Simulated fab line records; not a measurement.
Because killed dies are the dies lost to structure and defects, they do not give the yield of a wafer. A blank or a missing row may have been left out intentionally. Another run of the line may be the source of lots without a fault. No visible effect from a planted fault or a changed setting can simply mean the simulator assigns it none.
Struck lot and sound lot, side by side -- flow n5Finfet -- 40 out of 1938 route steps
Sound: wafers L241.2, L241.5, L241.6. The struck wafers were L236.3, L236.5, L236.6. Last of all comes the cause.
Per side, at each step with rows, come the tool, then ch with its chambers, and then its first start. Under that, the readings that differ: sound wafers -- struck wafers -- difference of the means -- sigmas: that difference in standard deviations of wafers without a fault.
alike: a reading whose means differ by less than 2 such deviations, as well as words and numbers matching on both sides. not compared: withheld readings; readings where some wafer has no value; bounds like >300 that might hide an equal value; numbers whose values overlap and for which the record gives no deviation.
Wherever a step has rows on one side only, a row that says differs or no value, or a row with sigmas, the two part there. Numbers that have no deviation but don't overlap get no sigmas and don't part them. A reading missing from all wafers of one side parts the sides only when that side holds two or more wafers.

first, 11 steps without rows for these wafers: N5_DUMMY_REMOVAL_HM_STRIP_01 (strips SiNx in CH3F/O2, stops on poly-Si, target depth 4 nm, time 6.8 s); N5_DUMMY_REMOVAL_STRIP_10 (strips in N2/H2, time 40 s); N5_DUMMY_REMOVAL_PRECLEAN_07 (cleans in dHF, time 30 s); N5_DUMMY_REMOVAL_DUMMY_REMOVE_02 (chemistry TMAH, target poly-Si, stops on SiO2, target depth 142 nm, time 57 s, rinse time 30 s); N5_DUMMY_REMOVAL_PRECLEAN_08 (cleans in NF3:NH3, afs cycles 2, time 20 s, sublimation time 60 s); N5_DUMMY_REMOVAL_PRECLEAN_04 (cleans in DHF, time 37 s); N5_DUMMY_REMOVAL_SRD_05 (time 30 s); N5_HKMG_FIN_IL_REGROW_00 (material SiO2, chemistry O3, target thk 0.75 nm, time 30 s); N5_HKMG_FIN_HK_ALD_01 (deposits HfO2, target thk 1.6 nm, pulse time 3 s, purge time 3 s); N5_HKMG_FIN_HK_ANNEAL_02 (time 30 s); N5_HKMG_FIN_ALD_74 (deposits La2O3, target thk 0.5 nm, pulse time 6 s, co reactant pulse time 1 s).
N5_HKMG_FIN_ALD_75: deposits Al2O3, target thk 1 nm, co reactant pulse time 1 s.
  sound on aldHk-03 ch 0,3, day 8 07:07; struck on aldHk-01 ch 1,2,3, day 7 04:47
  no value came back on the struck wafers for heaterPowerOuterW (W), heaterPowerW (W), precursorPulseHeightRel; on the sound wafers heaterPowerOuterW (W) reads 91 92 94
then, 26 steps without rows for these wafers: N5_HKMG_FIN_COAT_41 (time 60 s, resist thk 300 nm); N5_HKMG_FIN_COAT_42 (time 60 s, resist thk 35 nm); N5_HKMG_FIN_COAT_43 (resist thk 90 nm); N5_HKMG_FIN_EBR_45; N5_HKMG_FIN_SOFTBAKE_44 (time 60 s); N5_HKMG_FIN_EXPOSE_46 (exposes mask NDIPOLE); N5_HKMG_FIN_PEB_47 (peb time 60 s); N5_HKMG_FIN_DEVELOP_48 (develop time 30 s); N5_HKMG_FIN_DESCUM_53 (chemistry O2, time 7.9 s); N5_HKMG_FIN_ETCH_54 (etches SiARC in CF4, target depth 45.5 nm, time 75.8 s); N5_HKMG_FIN_ETCH_55 (etches SOC in N2/H2, target depth 240 nm, time 300 s); N5_HKMG_FIN_STRIP_56 (strips in N2/H2); N5_HKMG_FIN_STRIP_57 (strips in CF4); N5_HKMG_FIN_ETCH_58 (etches SOC in N2/H2, target depth 215.8 nm, time 741 s); N5_HKMG_FIN_STRIP_93 (strips SOC in N2/H2, time 20 s); N5_HKMG_FIN_WET_ETCH_76 (etches Al2O3 in dNH4OH, stops on La2O3, target depth 2.25 nm, rinse time 30 s); N5_HKMG_FIN_STRIP_60 (strips in N2/H2, time 360 s); N5_HKMG_FIN_WET_ETCH_77 (etches La2O3 in dHCl, stops on HfO2, target depth 2 nm); N5_HKMG_FIN_WET_ETCH_78 (etches Al2O3 in dNH4OH, stops on La2O3, target depth 4.5 nm, rinse time 30 s); N5_HKMG_FIN_ALD_79 (deposits TiN, target thk 1.5 nm, pulse time 1 s, purge time 3 s); N5_HKMG_FIN_CVD_62 (deposits a-Si from Si2H6, target thk 3 nm, time 20.8 s); N5_HKMG_FIN_RTA_80 (time 2 s); N5_HKMG_FIN_PRECLEAN_64 (cleans in dHF, time 30 s); N5_HKMG_FIN_WET_ETCH_65 (etches a-Si in TMAH, stops on TiN, time 49 s, target depth 3 nm); N5_HKMG_FIN_WET_ETCH_81 (etches TiN in SC1, stops on HfO2, time 57 s, target depth 6 nm); N5_HKMG_FIN_WET_ETCH_82 (etches La2O3 in dHCl, stops on HfO2, target depth 2 nm, rinse time 30 s).
-- a jump in the record: the struck wafers' starts before and after are 4 days apart (it breaks off in module HKMG_FIN and resumes in module BEOL_M4, where the first step shown is number 1111 of the route) --
N5_BEOL_M4_RC_MEAS_101:
  sound on prober-02 ch 0, day 12 07:05; struck on prober-01 ch 0, day 11 01:11
reading,sound,struck,difference,sigmas
IOFF_P (nA/um),0.19 0.22 0.21,47.57 43.47 53.76,+48.06,+99 or more
IOFF_P_85C (nA/um),3.4 3.7 3.6,347.7 320.9 380.4,+346.1,+99 or more
IOFF_P_LIN (nA/um),0.093 0.101 0.099,22.358 20.965 24.235,+22.422,+99 or more
IOFF_P_LONG (nA/um),0.000108 0.000111 0.00011,0.021222 0.021306 0.021123,+0.021107,+99 or more
ION_P (uA/um),458 468 462,660 659 673,+201,+29
VT_N_LVT (mV),100 99 98,247 254 247,+150,+48
VT_P (mV),-250 -251 -251,-96 -97 -95,+155,+48
VT_P_LONG (mV),-273 -276 -276,-121 -122 -121,+154,+45
  alike: DIBL_N, DIBL_P, IOFF_N, ION_N, SS_N, SS_P, VT_N
-- the record jumps here: 5 days lie between the struck wafers' starts before and after (it left off in module BEOL_M4 and takes up again in module PASSIVATION, whose first step shown is number 1936 of the route) --
N5_PASSIVATION_PROBE_49:
  struck on prober-02, day 16 01:24; sound on prober-01, day 16 14:29
reading,sound,struck,difference,sigmas
killedShort,36 47 40,30 24 18,-17,-2
sort_bin_4_leakage (%),0 0 0,92.03 92.88 95.34,+93.42,+99 or more
sortNPass,1077 1053 1088,0 0 0,-1073,-63
sortYieldPct (%),91.3 89.2 92.2,0 0 0,-91,-65
  alike: defectLimitedYield, killed_at_M0_to_M3, killed_at_M4_up, killedAtContacts, killedAtFrontEnd, killedAtOther, killedDies, killedOpen, sort_bin_5_function, sort_bin_6_memory

WHERE THEY PART
Earliest at N5_HKMG_FIN_ALD_75; latest, in this record, at N5_PASSIVATION_PROBE_49.

WHY: what had been put in by the simulator
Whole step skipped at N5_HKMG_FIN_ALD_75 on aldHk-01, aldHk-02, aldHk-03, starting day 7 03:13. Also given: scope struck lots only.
